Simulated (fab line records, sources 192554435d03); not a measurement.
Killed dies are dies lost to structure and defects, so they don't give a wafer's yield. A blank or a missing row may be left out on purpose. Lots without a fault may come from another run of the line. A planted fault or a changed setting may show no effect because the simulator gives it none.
One fault seen from 2 desks | flow n5_finfet | each desk has only its own numbers; what lay behind them comes last

THE DEFECT DESK
What the inspections along the route counted, lot by lot: means of the sampled wafers that have a number. A lot is out of limits, marked OUT, if its mean lies more than 4 standard deviations from the usual mean; the brackets give that distance.
Columns: A = raw_defect_count at N5_FIN_SAQP_INSPECT_40, usual 242; B = raw_defect_count at N5_FIN_CUT_INSPECT_10, usual 44; C = raw_defect_count at N5_FIN_CUT_INSPECT_17, usual 252
lot  | first seen here | A              | B             | C
L566 | day 2 03:16     | 260            | 47            | 269
L567 | day 2 08:43     | 220            | 43            | 247
L569 | day 2 20:40     | 326            | 57            | 330
L572 | day 3 14:15     | 170            | 30            | 180
L579 | day 5 11:13     | 286            | 51            | 298
L580 | day 5 15:42     | 890 (+9.7) OUT | 592 (+46) OUT | 891 (+9.3) OUT
L581 | day 5 20:32     | 742 (+7.5) OUT | 585 (+45) OUT | 759 (+7.4) OUT
L585 | day 6 21:45     | 240            | 38            | 251
L588 | day 7 13:38     | 216            | 38            | 216
This desk's finding: out of limits on L580, L581; first on L580, day 5 15:42 (raw_defect_count at N5_FIN_SAQP_INSPECT_40). In limits: L566, L567, L569, L572, L579, L585, L588.

THE TOOL OWNER'S DESK: rie_diel-02
The tool's own readings at N5_FIN_SAQP_ETCH_52 (etches SOC in N2/H2, target depth 100 nm, overetch 20 nm, time 150 s): means of the sampled wafers that have a number, for each lot that ran on this tool. A lot is out of limits, marked OUT, if its mean lies more than 4 standard deviations from the usual mean; the brackets give that distance.
Columns: A = drypump_motor_current_A at N5_FIN_SAQP_ETCH_52, usual 5.9 A; B = oes_product_au at N5_FIN_SAQP_ETCH_52, usual 0.69 a.u.; C = rf_vpp_V at N5_FIN_SAQP_ETCH_52, usual 525.0 V; D = showerhead_plenum_p_Torr at N5_FIN_SAQP_ETCH_52, usual 2.58 Torr; E = throttle_valve_pct at N5_FIN_SAQP_ETCH_52, usual 17.88 %
lot  | first seen here | A   | B    | C     | D    | E
L566 | day 1 22:13     | 6.0 | 0.69 | 525.3 | 2.61 | 17.77
L567 | day 2 03:58     | 5.8 | 0.66 | 527.4 | 2.62 | 17.85
L569 | day 2 16:10     | 5.9 | 0.73 | 526.5 | 2.60 | 17.56
L572 | day 3 09:35     | 5.8 | 0.65 | 526.7 | 2.61 | 17.87
L579 | day 5 06:23     | 5.9 | 0.71 | 525.7 | 2.59 | 17.58
L580 | day 5 11:16     | 5.8 | 0.68 | 524.5 | 2.58 | 17.97
L581 | day 5 16:06     | 6.0 | 0.73 | 525.5 | 2.60 | 17.67
This desk's finding: nothing out of limits on any of the 7 lots.

PUT TOGETHER
The defect desk could have raised an alarm at day 5 15:42, on L580, L581.
The tool owner's desk saw nothing out of limits.
The tool owner's desk has L580, L581 on record, within its limits.
Of the lots named, all ran N5_FIN_SAQP_ETCH_52 on rie_diel-02.

WHAT THE SIMULATOR HAD PUT IN
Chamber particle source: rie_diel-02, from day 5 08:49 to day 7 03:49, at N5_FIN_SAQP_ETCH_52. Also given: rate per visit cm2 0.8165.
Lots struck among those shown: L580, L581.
Hours from the fault's start to each desk's first reading out of limits: the defect desk, 7.
